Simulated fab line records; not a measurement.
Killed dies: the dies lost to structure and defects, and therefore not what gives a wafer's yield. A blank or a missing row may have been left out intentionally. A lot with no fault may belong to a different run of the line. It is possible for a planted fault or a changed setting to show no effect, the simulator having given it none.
fab line records | flow n5Finfet
[record] lots = 5 | wafers = 15 | lastDay = 18
route steps=1938 shown BEOL_M4@1099 BEOL_M5@1112 BEOL_M6@1251 PASSIVATION@1936
lots that met no fault: taken from a fault-free run of the same line
startH: start of the lot's first displayed wafer, in hours after the record's first day | waitH: time in hours since the lot's previous step | " the same as in the row above | L1.1+2: several wafers, shown together as one row | - no value, or no start given | * or withheld: withheld | < > ~ a bound
route shown NAME@n: a module of which the file shows steps, and the number in the route of the first | usual: mean/standard deviation taken from wafers without a fault | same: alike in all rows | chamber/n: place in a boat | sites: each site's reading | _std_site: how widely they spread, as a standard deviation | _edge_site: outer sites' mean less inner sites' | radiusMm: for every site, how far away it sits from the centre of the wafer | mask NAME#n: copy n | behind: tool/chamber where the wafer was last shaped | hold: why the lot was held/for how many hours/how that ended | device: whichever transistor did not switch (one of n, p or np) | end of line: tests of these same wafers at the route's end | for a step that has no rows: nothing shown but its recipe | killed: not the wafer's yield, but the dies lost to structure and defects at the first sort | map: a wafer's dies, x killed, . not, _ none there
set.NAME: the setting that was run; set.NAME@STEP: the one run at that earlier step | model.NAME: the simulator's own value behind a step, which no gauge read
lots seen at some steps along the route; tables by step, rows by wafer
services: when a tool's chamber went out of use (startH, in hours from the record's first day, below 0 if earlier), for how many hours, and the reason
[[steps]]
[step N5_BEOL_M4_ANNEAL_95]
[recipe] tempC = 400 | timeS = 240 | ambient = vacuum
[step N5_BEOL_M4_SPUTTER_96]
[recipe] material = Cu | targetThkA = 45 | tempC = -20 | chamberPressurePa = 0.07 | powerW = withheld | timeS = 8.29
[step N5_BEOL_M4_ECD_50]
[recipe] material = Cu | targetThkA = 3000
[step N5_BEOL_M4_ANNEAL_51]
[recipe] tempC = 225 | timeS = 90 | ambient = N2
[step N5_BEOL_M4_CMP_52]
[recipe] stopOn = SiOC | tOverpolishS = 6.8 | downForcePsi = 1 | platenRpm = 50 | clearingPlatenDownForcePsi = 1.5 | clearingPlatenRpm = 50 | postCmpClean = cuAlkaline | targetThkNm = 40 | clearingPlatenPadVelocityMS = 0.99484 | padVelocityMS = 0.99484
[step N5_BEOL_M4_PRE_CLEAN_60]
[recipe] gas = NH3/H2 | timeS = 15 | tempC = * | rfPowerW = 300
[step N5_BEOL_M4_CO_CAP_55]
[recipe] material = Co | targetThkA = 20 | tempC = 200 | precursor = CCTBA/H2 | pressureTorr = 30 | timeS = 102.1
[step N5_BEOL_M4_PRE_CLEAN_56]
[recipe] gas = NH3 | timeS = 15 | tempC = withheld | rfPowerW = 300
[step N5_BEOL_M4_DEP_57]
[recipe] material = SiCN | targetThkA = 80 | tempC = withheld | precursor = 3MS/NH3 | pressureTorr = 3 | rfW = 202 | timeS = 14
[step N5_BEOL_M4_RC_MEAS_101]
[usual] DIBL_N = 36.0/1.6 | DIBL_P = 36.1/2 | IOFF_N = 0.160/0.029 | IOFF_P = 0.21/0.039 | ION_N = 675/13 | ION_P = 464/8.8 | SS_N = 71.5/0.58 | SS_P = 73.3/0.65 | VT_N = 250/3.3 | VT_P = -249/3.6
lot.wafer | tool      | chamber | startH | waitH | DIBL_N[mV/V] | DIBL_P[mV/V] | IOFF_N[nA/um] | IOFF_P[nA/um] | ION_N[uA/um] | ION_P[uA/um] | SS_N[mV/dec] | SS_P[mV/dec] | VT_N[mV] | VT_P[mV]
L542.1    | prober-02 | 0       | 220.01 | 0.0   | 36.2         | 34.9         | 0.161         | 0.21          | 669          | 460          | 71.2         | 73.3         | 250      | -247
L542.3    | "         | 0       | "      | "     | 38.6         | 37.5         | 0.207         | 0.25          | 681          | 456          | 72.4         | 73.8         | 246      | -248
L542.4    | "         | 0       | "      | "     | 39.3         | 39.8         | 0.235         | 0.27          | 705          | 476          | 72.2         | 74.7         | 241      | -248
L543.1    | prober-02 | 0       | 234.40 | 0.0   | 36.5         | 37.7         | 0.167         | 0.27          | 673          | 470          | 71.8         | 73.6         | 246      | -244
L543.2    | "         | 0       | "      | "     | 39.1         | 39.4         | 0.227         | 0.29          | 681          | 466          | 73.4         | 73.5         | 244      | -244
L543.4    | "         | 0       | "      | "     | 37.2         | 39.1         | 0.185         | 0.30          | 689          | 479          | 71.9         | 73.8         | 244      | -243
L544.3    | prober-01 | 0       | 236.55 | 0.3   | 37.6         | 38.9         | 0.199         | 0.28          | 697          | 488          | 71.8         | 73.8         | 247      | -243
L544.4    | "         | 0       | "      | "     | 35.5         | 35.7         | 0.150         | 0.22          | 671          | 464          | 71.2         | 73.6         | 251      | -246
L544.6    | "         | 0       | "      | "     | 36.2         | 37.1         | 0.167         | 0.24          | 683          | 474          | 71.8         | 73.1         | 248      | -245
L550.1    | prober-01 | 0       | 268.08 | 0.0   | 35.8         | 36.9         | 0.169         | 0.20          | 693          | 470          | 71.8         | 73.4         | 248      | -249
L550.3    | "         | 0       | "      | "     | 36.0         | 37.0         | 0.182         | 0.21          | 694          | 475          | 71.1         | 73.8         | 245      | -248
L550.6    | "         | 0       | "      | "     | 36.5         | 38.0         | 0.188         | 0.21          | 694          | 474          | 71.4         | 73.8         | 247      | -248
L555.1    | prober-02 | 0       | 303.28 | 0.0   | 34.6         | 34.1         | 0.130         | 0.18          | 657          | 452          | 71.7         | 72.8         | 254      | -251
L555.3    | "         | 0       | "      | "     | 36.9         | 38.1         | 0.192         | 0.26          | 674          | 464          | 71.4         | 73.9         | 248      | -246
L555.5    | "         | 0       | "      | "     | 33.7         | 33.0         | 0.120         | 0.17          | 660          | 454          | 71.5         | 72.7         | 255      | -252
[step N5_BEOL_M5_ILD_DEP_00]
[recipe] material = SiCOH_lowk | targetThkA = 1406.4 | tempC = 300 | precursor = DEMS/porogen | pressureTorr = 5 | rfW = 500 | timeS = 25.9
[step N5_BEOL_M5_CURE_79]
[recipe] tempC = 385 | timeS = 240 | ambient = He/Ar | material = SiCOH_lowk
[step N5_BEOL_M5_PECVD_70]
[recipe] material = SiO2 | targetThkA = 160 | tempC = 400 | precursor = TEOS/O2 | pressureTorr = 5.5 | rfW = 450 | teosFlowSccm = 53.8 | gas = O2 | flowSccm = 3000 | timeS = 18
[step N5_BEOL_M5_HM_DEP_02]
[recipe] material = TiN | targetThkA = 200 | tempC = 25 | chamberPressurePa = 0.49996
[step N5_BEOL_M5_COAT_59]
[recipe] resist = SOC | tempC = 250 | timeS = 60 | spinRpm = 1500 | resistThkNm = 60
[step N5_BEOL_M5_COAT_60]
[recipe] resist = SiARC | tempC = 220 | timeS = 60 | spinRpm = 1500 | resistThkNm = 12
[step N5_BEOL_M5_COAT_71]
[recipe] resist = underlayer | tempC = 205 | timeS = 60 | spinRpm = 1500 | resistThkNm = 5
[step N5_BEOL_M5_COAT_05]
[recipe] resist = CAR-EUV | spinRpm = 1500 | resistThkNm = 30
[step N5_BEOL_M5_EBR_07]
[recipe] solvent = PGMEA | ebrWidthMm = 1.5
[step N5_BEOL_M5_SOFTBAKE_06]
[recipe] tempC = 110 | timeS = 60 | resist = CAR-EUV
[step N5_BEOL_M5_EXPOSE_08]
[recipe] maskId = M5 | na = 0.33 | sourceShape = annular | sigmaInner = 0.4 | sigmaOuter = 0.8 | polarization = unpolarized | targetCdNm = 28 | doseMj = 35.75
[step N5_BEOL_M5_PEB_09]
[recipe] pebTempC = 100 | pebTimeS = 60 | resist = CAR-EUV
[step N5_BEOL_M5_DEVELOP_10]
[recipe] developTimeS = 30 | developer = TMAH | resist = CAR-EUV | rinseLiquid = surfactantRinse | dry = airSpin | devTempC = 23
[step N5_BEOL_M5_DESCUM_16]
[recipe] chemistry = O2 | timeS = 7 | sourcePowerW = 50 | biasPowerW = 20 | pressureMtorr = 20 | rfFrequencyHz = 2.712e+07 | tempC = 40 | resist = CAR-EUV | o2FlowSccm = 225
[step N5_BEOL_M5_ETCH_72]
[recipe] chemistry = N2/H2 | target = underlayer | targetDepthA = 65 | maskMaterial = CAR-EUV | timeS = 5.2 | ionEnergyEv = 200 | pressureMtorr = 30 | sourceW = 840 | biasW = 150 | n2FlowSccm = 200 | h2FlowSccm = 200 | ends = cleared
[step N5_BEOL_M5_ETCH_61]
[recipe] chemistry = CF4 | target = SiARC | targetDepthA = 156 | maskMaterial = CAR-EUV | timeS = 26 | ionEnergyEv = 80 | pressureMtorr = 40 | sourceW = 545 | biasW = 36 | Ar_flow_sccm = 100 | cf4FlowSccm = 100 | ends = cleared
[step N5_BEOL_M5_ETCH_62]
[recipe] chemistry = N2/H2 | target = SOC | targetDepthA = 750 | overetchA = 150 | maskMaterial = SiARC | tempC = 40 | timeS = 112.5 | ionEnergyEv = 200 | pressureMtorr = 30 | sourceW = 840 | biasW = 150 | n2FlowSccm = 200 | h2FlowSccm = 200
[step N5_BEOL_M5_STRIP_63]
[recipe] chemistry = N2/H2 | tempC = 40 | n2FlowSccm = 200 | h2FlowSccm = 200 | rfFrequencyHz = 6e+07
[step N5_BEOL_M5_STRIP_73]
[recipe] chemistry = N2/H2 | tempC = 40 | n2FlowSccm = 200 | h2FlowSccm = 200 | rfFrequencyHz = 6e+07
[step N5_BEOL_M5_STRIP_64]
[recipe] chemistry = CF4 | resist = SiARC | powerW = 300 | biasPowerW = 75 | pressureMtorr = 50 | cf4FlowSccm = 150 | rfFrequencyHz = 6e+07
[step N5_BEOL_M5_HM_OPEN_17]
[recipe] chemistry = Cl2/BCl3 | targetDepthA = 200 | overetchA = 60 | target = TiN | maskMaterial = SOC | ionEnergyEv = 150 | pressureMtorr = 10 | icpW = 1000 | biasW = 126 | Cl2_flow_sccm = 53.25 | bcl3FlowSccm = 21.75 | Ar_flow_sccm = 25
[step N5_BEOL_M5_STRIP_19]
[recipe] chemistry = O2 | powerW = 400 | tempC = 40 | pressureMtorr = 30 | rfFrequencyHz = 6e+07 | biasPowerW = 0 | overashFraction = 0.2 | o2FlowSccm = 225
[step N5_BEOL_M5_COAT_65]
[recipe] resist = SOC | tempC = 250 | timeS = 60 | spinRpm = 1500 | resistThkNm = 60
[step N5_BEOL_M5_COAT_66]
[recipe] resist = SiARC | tempC = 220 | timeS = 60 | spinRpm = 1500 | resistThkNm = 12
[step N5_BEOL_M6_ALD_77]
[recipe] material = TaN | targetThkA = 20 | tempC = 275 | aldPrecursorFamily = PDMAT | aldCoReactant = NH3 | pressureTorr = 3 | carrierFlowSccm = 1500 | pulseTimeS = 2 | purgeTimeS = 3 | coReactantPurgeTimeS = 2 | coReactantPulseTimeS = 3 | aldCycles = 40 | precursorVesselTempC = 75 | precursorVesselPressureTorr = 26.25 | precursorVesselCarrierSccm = 1000
[usual] aldCycles = 40/0 | chamberPressureTorr = 3.000/0.0068 | heaterPowerW = 412/44 | susceptorTempC = 275.00/0.18
lot.wafer | tool        | chamber | startH | waitH | aldCycles | chamberPressureTorr | heaterPowerW | susceptorTempC
L542.1    | aldMetal-02 | 2       | 237.40 | 0.0   | -         | -                   | -            | -
L542.3    | "           | 3       | "      | "     | -         | -                   | -            | -
L542.4    | "           | 2       | "      | "     | -         | -                   | -            | -
L543.1    | aldMetal-03 | 1       | 257.58 | 0.1   | -         | -                   | -            | -
L543.2    | "           | 3       | "      | "     | -         | -                   | -            | -
L543.4    | "           | 2       | "      | "     | -         | -                   | -            | -
L544.3    | aldMetal-02 | 3       | 261.46 | 0.0   | -         | -                   | -            | -
L544.4    | "           | 2       | "      | "     | -         | -                   | -            | -
L544.6    | "           | 0       | "      | "     | -         | -                   | -            | -
L550.1    | aldMetal-03 | 0       | 288.75 | 0.1   | 40        | 2.994               | 397          | 274.95
L550.3    | "           | 2       | "      | "     | 40        | 3.000               | 385          | 274.79
L550.6    | "           | 3       | "      | "     | 40        | 3.001               | 339          | 274.94
L555.1    | aldMetal-03 | 3       | 328.01 | 0.0   | 40        | 3.002               | 335          | 275.27
L555.3    | "           | 2       | "      | "     | 40        | 3.004               | 396          | 275.12
L555.5    | "           | 1       | "      | "     | 40        | 3.006               | 439          | 275.33
[step N5_BEOL_M6_CMP_52]
[recipe] stopOn = SiCOH_lowk | tOverpolishS = 6.9 | downForcePsi = 1 | platenRpm = 50 | clearingPlatenDownForcePsi = 1.5 | clearingPlatenRpm = 50 | postCmpClean = cuAlkaline | targetThkNm = 80 | clearingPlatenPadVelocityMS = 0.99484 | padVelocityMS = 0.99484
[usual] barrierFieldEndpointS = 28.6/0.7 | motorCurrentA = 6.0/0.82
lot.wafer | tool   | chamber | startH | waitH | barrierFieldEndpointS | motorCurrentA
L542.1    | cmp-01 | 1       | 238.79 | 0.3   | 26.7                  | 7.0
L542.4    | "      | 2       | "      | "     | 26.7                  | 5.4
L542.3    | "      | 3       | "      | "     | 25.6                  | 7.0
L543.2    | cmp-01 | 3       | 259.58 | 0.2   | 28.0                  | 6.9
L543.1    | "      | 0       | "      | "     | 26.2                  | 5.1
L543.4    | "      | 1       | "      | "     | 27.1                  | 6.5
L544.4    | cmp-03 | 2       | 264.65 | 0.2   | 25.9                  | 6.6
L544.3    | "      | 3       | "      | "     | 26.0                  | 6.6
L544.6    | "      | 1       | "      | "     | 26.8                  | 6.0
L550.1    | cmp-03 | 2       | 291.04 | 0.3   | 27.8                  | 6.6
L550.3    | "      | 1       | "      | "     | 28.1                  | 5.9
L550.6    | "      | 2       | "      | "     | 29.1                  | 6.7
L555.3    | cmp-01 | 0       | 329.27 | 0.2   | 28.0                  | 4.9
L555.1    | "      | 3       | "      | "     | 28.8                  | 6.6
L555.5    | "      | 1       | "      | "     | 29.3                  | 6.7
[step N5_PASSIVATION_PROBE_49]
[usual] defectLimitedYield = 91.0/1.3 | killed_at_M0_to_M3 = 36/9.5 | killed_at_M4_up = 14/5.6 | killedAtContacts = 12/6.4 | killedAtFrontEnd = 40/10 | killedAtOther = 3.2/3 | killedDies = 107/15 | killedOnRim = 15/4.5 | killedOpen = 69/12 | killedShort = 35/7.7 | sort_bin_4_leakage = 0/0 | sort_bin_5_function = 5.3/0.91 | sort_bin_6_memory = 3.3/0.65 | sortNPass = 1073/15 | sortYieldPct = 91.0/1.3
[same] grossDies = 1180 | killedAtBackSide = 0 | sort_bin_8_speed[%] = 0
lot.wafer | tool      | chamber | startH | waitH | defectLimitedYield[%] | killed_at_M0_to_M3 | killed_at_M4_up | killedAtContacts | killedAtFrontEnd | killedAtOther | killedDies | killedOnRim | killedOpen | killedShort | sort_bin_4_leakage[%] | sort_bin_5_function[%] | sort_bin_6_memory[%] | sortNPass | sortYieldPct[%]
L542.1    | prober-02 | -       | 332.97 | 0.5   | 0                     | 38                 | 1079            | 19               | 41               | 3             | 1180       | 152         | 81         | 33          | 90.25                 | 5.5                    | 4.0                  | 0         | 0
L542.3    | prober-02 | -       | 333.07 | 0.6   | 0                     | 35                 | 1109            | 10               | 24               | 2             | 1180       | 152         | 57         | 32          | 92.20                 | 4.3                    | 3.1                  | 0         | 0
L542.4    | prober-02 | -       | 333.12 | 0.7   | 0                     | 49                 | 1084            | 13               | 34               | 0             | 1180       | 152         | 66         | 41          | 90.85                 | 5.3                    | 3.6                  | 0         | 0
L543.1    | prober-01 | -       | 346.27 | 0.0   | 0                     | 26                 | 1100            | 2                | 50               | 2             | 1180       | 152         | 55         | 31          | 92.37                 | 3.7                    | 3.3                  | 0         | 0
L543.2    | prober-01 | -       | 346.32 | 0.1   | 0                     | 17                 | 1109            | 4                | 43               | 7             | 1180       | 152         | 53         | 26          | 92.71                 | 4.2                    | 2.5                  | 0         | 0
L543.4    | prober-01 | -       | 346.42 | 0.2   | 0                     | 39                 | 1091            | 10               | 37               | 3             | 1180       | 152         | 58         | 36          | 91.53                 | 4.6                    | 3.1                  | 0         | 0
L544.3    | prober-01 | -       | 354.78 | 0.1   | 0                     | 51                 | 1073            | 14               | 38               | 4             | 1180       | 152         | 78         | 43          | 89.58                 | 6.2                    | 4.2                  | 0         | 0
L544.4    | prober-01 | -       | 354.83 | 0.2   | 0                     | 36                 | 1085            | 20               | 39               | 0             | 1180       | 152         | 73         | 36          | 90.68                 | 5.8                    | 3.1                  | 0         | 0
L544.6    | prober-01 | -       | 354.93 | 0.3   | 0                     | 23                 | 1104            | 20               | 31               | 2             | 1180       | 152         | 67         | 22          | 92.37                 | 4.9                    | 2.5                  | 0         | 0
L550.1    | prober-02 | -       | 381.73 | 0.0   | 92.4                  | 35                 | 7               | 13               | 33               | 2             | 90         | 13          | 59         | 20          | 0                     | 4.2                    | 2.6                  | 1090      | 92.4
L550.3    | prober-02 | -       | 381.83 | 0.1   | 90.3                  | 37                 | 16              | 15               | 44               | 2             | 114        | 17          | 72         | 39          | 0                     | 6.3                    | 3.2                  | 1066      | 90.3
L550.6    | prober-02 | -       | 381.98 | 0.3   | 91.9                  | 29                 | 12              | 11               | 43               | 1             | 96         | 15          | 68         | 27          | 0                     | 4.7                    | 3.2                  | 1084      | 91.9
L555.1    | prober-01 | -       | 421.58 | 0.0   | 89.5                  | 37                 | 21              | 5                | 60               | 1             | 124        | 20          | 75         | 41          | 0                     | 6.1                    | 3.6                  | 1056      | 89.5
L555.3    | prober-01 | -       | 421.68 | 0.1   | 90.2                  | 35                 | 9               | 14               | 58               | 0             | 116        | 12          | 69         | 47          | 0                     | 5.3                    | 4.0                  | 1064      | 90.2
L555.5    | prober-01 | -       | 421.78 | 0.2   | 90.3                  | 46                 | 17              | 2                | 49               | 0             | 114        | 21          | 72         | 33          | 0                     | 5.8                    | 3.1                  | 1066      | 90.3
// killed by level:class
L542.1 BEOL_M6:areaAld=1058 FIN_SAQP:geometricParticle:open=13 MOL_CONTACT_COAG:geometricParticle:open=13 BEOL_M3:geometricParticle:open=11 FIN_SAQP:geometricParticle:short=8 M6:areaAld=7 MOL_CONTACT_COAG:geometricParticle:short=6 BEOL_M1:geometricParticle:open=6
L542.3 BEOL_M6:areaAld=1084 MOL_CONTACT_COAG:geometricParticle:open=8 BEOL_M3:geometricParticle:open=8 BEOL_M5:geometricParticle:open=7 BEOL_M0_SAQP:geometricParticle:short=6 BEOL_M0_SAQP:geometricParticle:open=6 BEOL_M1:geometricParticle:open=6 STI_FIN_REVEAL:geometricParticle:open=5
L542.4 BEOL_M6:areaAld=1065 MOL_CONTACT_COAG:geometricParticle:open=10 BEOL_M3:geometricParticle:open=10 BEOL_M1:geometricParticle:open=9 BEOL_M0_SAQP:geometricParticle:short=8 FIN_SAQP:geometricParticle:open=7 M6:areaAld=7 STI_FIN_REVEAL:geometricParticle:open=6
L543.1 BEOL_M6:areaAld=1086 FIN_SAQP:geometricParticle:open=15 FIN_SAQP:geometricParticle:short=13 BEOL_M1:geometricParticle:open=9 BEOL_M4:geometricParticle:open=7 STI_FIN_REVEAL:geometricParticle:open=7 BEOL_M0_SAQP:geometricParticle:open=5 BEOL_M0_SAQP:geometricParticle:short=4
L543.2 BEOL_M6:areaAld=1093 BEOL_M4:geometricParticle:open=10 BEOL_M1:geometricParticle:open=9 FIN_SAQP:geometricParticle:open=7 HKMG_FIN:areaEtch=6 FIN_SAQP:geometricParticle:short=5 GATE_CUT:geometricParticle:short=4 MOL_CONTACT_COAG:geometricParticle:open=4
L543.4 BEOL_M6:areaAld=1077 BEOL_M1:geometricParticle:open=8 BEOL_M0_SAQP:geometricParticle:open=8 MOL_CONTACT_COAG:geometricParticle:open=7 BEOL_M0_SAQP:geometricParticle:short=7 BEOL_M2:geometricParticle:open=7 FIN_SAQP:geometricParticle:short=6 HKMG_FIN:areaEtch=6
L544.3 BEOL_M6:areaAld=1052 BEOL_M0_SAQP:geometricParticle:open=18 BEOL_M0_SAQP:geometricParticle:short=12 MOL_CONTACT_COAG:geometricParticle:open=10 STI_FIN_REVEAL:geometricParticle:open=7 GATE_CUT:geometricParticle:short=6 BEOL_M4:geometricParticle:open=6 FIN_SAQP:geometricParticle:short=5
L544.4 BEOL_M6:areaAld=1069 MOL_CONTACT_COAG:geometricParticle:open=17 BEOL_M3:geometricParticle:open=11 BEOL_M4:geometricParticle:open=9 ILD0:geometricParticle:short=7 BEOL_M0_SAQP:geometricParticle:short=7 FIN_SAQP:geometricParticle:short=5 STI_FIN_REVEAL:geometricParticle:open=5
L544.6 BEOL_M6:areaAld=1088 MOL_CONTACT_COAG:geometricParticle:open=16 STI_FIN_REVEAL:geometricParticle:open=8 BEOL_M3:geometricParticle:open=7 BEOL_M1:geometricParticle:open=6 BEOL_M4:geometricParticle:open=6 GATE_CUT:geometricParticle:short=5 FIN_SAQP:geometricParticle:open=4
L550.1 STI_FIN_REVEAL:geometricParticle:open=14 BEOL_M3:geometricParticle:open=14 MOL_CONTACT_COAG:geometricParticle:open=10 HKMG_FIN:areaEtch=7 BEOL_M1:geometricParticle:open=5 BEOL_M3:geometricParticle:short=5 BEOL_M2:geometricParticle:open=4 MOL_CONTACT_COAG:geometricParticle:short=3
L550.3 STI_FIN_REVEAL:geometricParticle:open=15 MOL_CONTACT_COAG:geometricParticle:open=10 BEOL_M2:geometricParticle:open=8 BEOL_M3:geometricParticle:open=7 BEOL_M4:geometricParticle:open=7 FIN_SAQP:geometricParticle:short=6 STI_FIN_REVEAL:geometricParticle:short=5 BEOL_M0_SAQP:geometricParticle:short=5
L550.6 STI_FIN_REVEAL:geometricParticle:open=12 BEOL_M1:geometricParticle:open=10 MOL_CONTACT_COAG:geometricParticle:open=8 DUMMY_GATE:geometricParticle:open=7 BEOL_M4:geometricParticle:open=7 FIN_SAQP:geometricParticle:short=6 STI_FIN_REVEAL:geometricParticle:short=5 BEOL_M3:geometricParticle:open=5
L555.1 FIN_SAQP:geometricParticle:open=14 FIN_SAQP:geometricParticle:short=12 BEOL_M0_SAQP:geometricParticle:short=12 BEOL_M0_SAQP:geometricParticle:open=10 STI_FIN_REVEAL:geometricParticle:open=9 DUMMY_GATE:geometricParticle:open=8 BEOL_M1:geometricParticle:open=6 BEOL_M4:geometricParticle:open=6
L555.3 FIN_SAQP:geometricParticle:short=11 FIN_SAQP:geometricParticle:open=10 STI_FIN_REVEAL:geometricParticle:open=10 MOL_CONTACT_COAG:geometricParticle:open=10 BEOL_M0_SAQP:geometricParticle:short=10 BEOL_M2:geometricParticle:open=9 ILD0:geometricParticle:open=5 BEOL_M4:geometricParticle:open=5
L555.5 BEOL_M0_SAQP:geometricParticle:short=13 BEOL_M0_SAQP:geometricParticle:open=12 DUMMY_GATE:geometricParticle:open=9 FIN_SAQP:geometricParticle:open=8 STI_FIN_REVEAL:geometricParticle:open=8 BEOL_M4:geometricParticle:open=7 BEOL_M0:geometricParticle:open=7 HKMG_FIN:areaEtch=7
// map L542.1 (x killed, . not)
_________________xxxxxxxxxxxx________________
______________xxxxxxxxxxxxxxxxxx_____________
___________xxxxxxxxxxxxxxxxxxxxxxxx__________
__________xxxxxxxxxxxxxxxxxxxxxxxxxx_________
________xxxxxxxxxxxxxxxxxxxxxxxxxxxxxx_______
_______xxxxxxxxxxxxxxxxxxxxxxxxxxxxxxxx______
______xxxxxxxxxxxxxxxxxxxxxxxxxxxxxxxxxx_____
_____xxxxxxxxxxxxxxxxxxxxxxxxxxxxxxxxxxxx____
____xxxxxxxxxxxxxxxxxxxxxxxxxxxxxxxxxxxxxx___
___xxxxxxxxxxxxxxxxxxxxxxxxxxxxxxxxxxxxxxxx__
___xxxxxxxxxxxxxxxxxxxxxxxxxxxxxxxxxxxxxxxx__
__xxxxxxxxxxxxxxxxxxxxxxxxxxxxxxxxxxxxxxxxxx_
__xxxxxxxxxxxxxxxxxxxxxxxxxxxxxxxxxxxxxxxxxx_
_xxxxxxxxxxxxxxxxxxxxxxxxxxxxxxxxxxxxxxxxxxxx
_xxxxxxxxxxxxxxxxxxxxxxxxxxxxxxxxxxxxxxxxxxxx
_xxxxxxxxxxxxxxxxxxxxxxxxxxxxxxxxxxxxxxxxxxxx
_xxxxxxxxxxxxxxxxxxxxxxxxxxxxxxxxxxxxxxxxxxxx
_xxxxxxxxxxxxxxxxxxxxxxxxxxxxxxxxxxxxxxxxxxxx
_xxxxxxxxxxxxxxxxxxxxxxxxxxxxxxxxxxxxxxxxxxxx
_xxxxxxxxxxxxxxxxxxxxxxxxxxxxxxxxxxxxxxxxxxxx
_xxxxxxxxxxxxxxxxxxxxxxxxxxxxxxxxxxxxxxxxxxxx
__xxxxxxxxxxxxxxxxxxxxxxxxxxxxxxxxxxxxxxxxxx_
__xxxxxxxxxxxxxxxxxxxxxxxxxxxxxxxxxxxxxxxxxx_
___xxxxxxxxxxxxxxxxxxxxxxxxxxxxxxxxxxxxxxxx__
___xxxxxxxxxxxxxxxxxxxxxxxxxxxxxxxxxxxxxxxx__
____xxxxxxxxxxxxxxxxxxxxxxxxxxxxxxxxxxxxxx___
_____xxxxxxxxxxxxxxxxxxxxxxxxxxxxxxxxxxxx____
______xxxxxxxxxxxxxxxxxxxxxxxxxxxxxxxxxx_____
_______xxxxxxxxxxxxxxxxxxxxxxxxxxxxxxxx______
________xxxxxxxxxxxxxxxxxxxxxxxxxxxxxx_______
__________xxxxxxxxxxxxxxxxxxxxxxxxxx_________
___________xxxxxxxxxxxxxxxxxxxxxxxx__________
______________xxxxxxxxxxxxxxxxxx_____________
_________________xxxxxxxxxxxx________________
// map L543.1 (x killed, . not)
_________________xxxxxxxxxxxx________________
______________xxxxxxxxxxxxxxxxxx_____________
___________xxxxxxxxxxxxxxxxxxxxxxxx__________
__________xxxxxxxxxxxxxxxxxxxxxxxxxx_________
________xxxxxxxxxxxxxxxxxxxxxxxxxxxxxx_______
_______xxxxxxxxxxxxxxxxxxxxxxxxxxxxxxxx______
______xxxxxxxxxxxxxxxxxxxxxxxxxxxxxxxxxx_____
_____xxxxxxxxxxxxxxxxxxxxxxxxxxxxxxxxxxxx____
____xxxxxxxxxxxxxxxxxxxxxxxxxxxxxxxxxxxxxx___
___xxxxxxxxxxxxxxxxxxxxxxxxxxxxxxxxxxxxxxxx__
___xxxxxxxxxxxxxxxxxxxxxxxxxxxxxxxxxxxxxxxx__
__xxxxxxxxxxxxxxxxxxxxxxxxxxxxxxxxxxxxxxxxxx_
__xxxxxxxxxxxxxxxxxxxxxxxxxxxxxxxxxxxxxxxxxx_
_xxxxxxxxxxxxxxxxxxxxxxxxxxxxxxxxxxxxxxxxxxxx
_xxxxxxxxxxxxxxxxxxxxxxxxxxxxxxxxxxxxxxxxxxxx
_xxxxxxxxxxxxxxxxxxxxxxxxxxxxxxxxxxxxxxxxxxxx
_xxxxxxxxxxxxxxxxxxxxxxxxxxxxxxxxxxxxxxxxxxxx
_xxxxxxxxxxxxxxxxxxxxxxxxxxxxxxxxxxxxxxxxxxxx
_xxxxxxxxxxxxxxxxxxxxxxxxxxxxxxxxxxxxxxxxxxxx
_xxxxxxxxxxxxxxxxxxxxxxxxxxxxxxxxxxxxxxxxxxxx
_xxxxxxxxxxxxxxxxxxxxxxxxxxxxxxxxxxxxxxxxxxxx
__xxxxxxxxxxxxxxxxxxxxxxxxxxxxxxxxxxxxxxxxxx_
__xxxxxxxxxxxxxxxxxxxxxxxxxxxxxxxxxxxxxxxxxx_
___xxxxxxxxxxxxxxxxxxxxxxxxxxxxxxxxxxxxxxxx__
___xxxxxxxxxxxxxxxxxxxxxxxxxxxxxxxxxxxxxxxx__
____xxxxxxxxxxxxxxxxxxxxxxxxxxxxxxxxxxxxxx___
_____xxxxxxxxxxxxxxxxxxxxxxxxxxxxxxxxxxxx____
______xxxxxxxxxxxxxxxxxxxxxxxxxxxxxxxxxx_____
_______xxxxxxxxxxxxxxxxxxxxxxxxxxxxxxxx______
________xxxxxxxxxxxxxxxxxxxxxxxxxxxxxx_______
__________xxxxxxxxxxxxxxxxxxxxxxxxxx_________
___________xxxxxxxxxxxxxxxxxxxxxxxx__________
______________xxxxxxxxxxxxxxxxxx_____________
_________________xxxxxxxxxxxx________________
[[services]]
tool        | chamber | startH | hours | kind
cmp-03      | -       | 222.36 | 9.7   | pm
cmp-01      | -       | 224.07 | 4.0   | pm
cmp-01      | -       | 228.07 | -     | consumableReplace:conditioner
cmp-01      | -       | 228.07 | -     | consumableReplace:pad
aldMetal-02 | 0       | 232.68 | 5.0   | repair
cmp-03      | -       | 234.65 | 6.3   | repair
aldMetal-03 | -       | 234.85 | 8.7   | pm
cmp-03      | -       | 242.27 | 2.7   | repair
aldMetal-03 | 0       | 250.12 | 27.4  | repair
aldMetal-02 | 3       | 253.00 | 4.2   | repair
aldMetal-02 | -       | 262.73 | 0.6   | repair
aldMetal-02 | -       | 283.56 | 8.7   | pm
cmp-03      | -       | 294.90 | 1.3   | repair
cmp-01      | -       | 319.03 | 0.4   | repair
cmp-03      | -       | 320.45 | 4.0   | pm
cmp-03      | -       | 324.45 | -     | consumableReplace:conditioner
cmp-03      | -       | 324.45 | -     | consumableReplace:pad
cmp-03      | -       | 327.85 | 5.0   | pm
[[key]]
[firstSign] step = N5_BEOL_M6_ALD_77 | reading = toolRecord | direction = missing
[effect] step = N5_BEOL_M6_CMP_52 | reading = barrierFieldEndpointS | direction = down | sigmas = 2.9 | usual = 28.6 | struck = 26.6
[effect] step = N5_PASSIVATION_PROBE_49 | reading = sort_bin_4_leakage | direction = up | sigmas = 99+ | usual = 0 | struck = 91.39
[moreKillsBornAt] N5_BEOL_M6_ALD_77@aldMetal-02 = 6441 | N5_BEOL_M6_ALD_77@aldMetal-03 = 3264
metAt N5_BEOL_M6_ALD_77
struckWafers L542.1,L542.3,L542.4,L543.1,L543.2,L543.4,L544.3,L544.4,L544.6
laterRowsLeftOut L542.1,L542.3,L542.4,L543.1,L543.2,L543.4,L544.3,L544.4,L544.6
[fault] kind = skippedStepWhole | tool = aldMetal-02,aldMetal-03 | chamber = - | onsetH = 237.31 | steps = N5_BEOL_M6_ALD_77 | scope = struckLotsOnly
// laterRowsLeftOut: the simulator's readings of these wafers behind a module that went badly wrong aren't trusted and aren't shown, but for the sort
